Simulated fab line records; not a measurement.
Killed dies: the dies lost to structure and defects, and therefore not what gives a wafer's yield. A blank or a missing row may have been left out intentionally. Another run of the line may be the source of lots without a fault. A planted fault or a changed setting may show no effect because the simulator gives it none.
Split-lot study    flow n5 finfet    21 wafers read across 7 lots, on a route 1938 steps long

ON THE SPLIT
At N5_WELL_APT_EXPOSE_05 (exposes mask NWELL, defocus 0 nm, target cd 200 nm), the setting dose mj was moved away from the recipe's 20.3 on 4 of the 21 wafers read, by -4.0% to +3.4%. All remaining wafers had this setting at the recipe value.

FROM THE SPLIT TO THE READING: what the file shows between them, 2 steps
- N5_WELL_APT_DEVELOP_07: develop time 45 s (also split here: develop time s)
- N5_WELL_APT_HARDBAKE_12: time 120 s

THE READING
Shown in nm: cd nm at N5_WELL_APT_CD_MEAS_08, with target cd 200 nm. A value of 199.9 nm with a standard deviation of 1.1 nm is what fault-free wafers of this fab line usually give.

wafer   tool, chamber at the split  dose mj as run  against the recipe  cd nm, nm  against lot-mates on the recipe
L074.1  krf scanner-01, 0           19.91           -1.9%               196.4      -5.0
L074.2  krf scanner-01, 0           20.3            recipe              201.3      -
L074.6  krf scanner-01, 0           20.3            recipe              201.4      -
L076.1  krf scanner-02, 0           20.3            recipe              199.1      -
L076.3  krf scanner-02, 0           19.48           -4.0%               191.6      -7.8
L076.6  krf scanner-02, 0           20.3            recipe              199.6      -
L079.2  krf scanner-02, 0           20.3            recipe              199.6      -
L079.4  krf scanner-02, 0           20.3            recipe              199.0      -
L079.6  krf scanner-02, 0           20.99           +3.4%               205.5      +6.2
L081.3  krf scanner-01, 0           20.3            recipe              199.2      -
L081.4  krf scanner-01, 0           20.3            recipe              200.2      -
L081.6  krf scanner-01, 0           20.3            recipe              199.3      -
L094.1  krf scanner-01, 0           19.88           -2.1%               196.6      -3.5
L094.3  krf scanner-01, 0           20.3            recipe              200.7      -
L094.6  krf scanner-01, 0           20.3            recipe              199.6      -
L095.1  krf scanner-01, 0           20.3            recipe              199.8      -
L095.4  krf scanner-01, 0           20.3            recipe              199.5      -
L095.5  krf scanner-01, 0           20.3            recipe              200.3      -
L097.1  krf scanner-01, 0           20.3            recipe              199.3      -
L097.2  krf scanner-01, 0           20.3            recipe              202.0      -
L097.5  krf scanner-01, 0           20.3            recipe              200.9      -

THE FIT
A straight line over all 21 wafers: cd nm changes by +1.85 nm for each +1% of dose mj; r = +0.94; the points scatter about the line by 0.89 nm.
The same after taking each lot's own level away (the mean of its wafers on the recipe; 21 wafers): +1.92 nm for each +1%; r = +0.97; scatter 0.62 nm.
That fit puts the effect of the largest move of dose mj on the reading at 7.8 nm.
The span of the lots' own levels, 199.30 to 201.35 nm, comes to 1.9 times the standard deviation stated above.
Hence the lot-to-lot level has little effect on the slope; both slopes agree.
Check: -7.9 nm against its lot-mates is what the line predicts for one of the wafers moved furthest among these (-4.0%) when that wafer is left out of the fit. Against them it came out at -7.75 nm.

OTHER SPLITS ON THESE WAFERS
These wafers also went through other splits before the reading. Each is held against what the fit with the lots' levels taken away leaves over:
other split on the same wafers         wafers away from the commonest value  r with cd nm (lot level and that fit taken away)
N5_WELL_APT_DEVELOP_07 develop time s  4                                     +0.09

THE WHOLE CHAIN: every reading that the file lists as answering this split, in the file's order
step                    what it does              reading                                                          change (the file's fit)               r (the file's)
N5_WELL_APT_CD_MEAS_08  target cd 200 nm          cd nm                                                            +1.93 nm for each +1% of the setting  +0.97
N5_WELL_APT_DESCUM_13   chemistry O2, time 7.9 s  WELL_APT.cd nm (the simulator's own value, which no gauge read)  +1.98 nm for each +1% of the setting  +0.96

THE FILE'S OWN FIT
cd nm changes by +1.93 nm for each +1% of dose mj, r = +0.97.
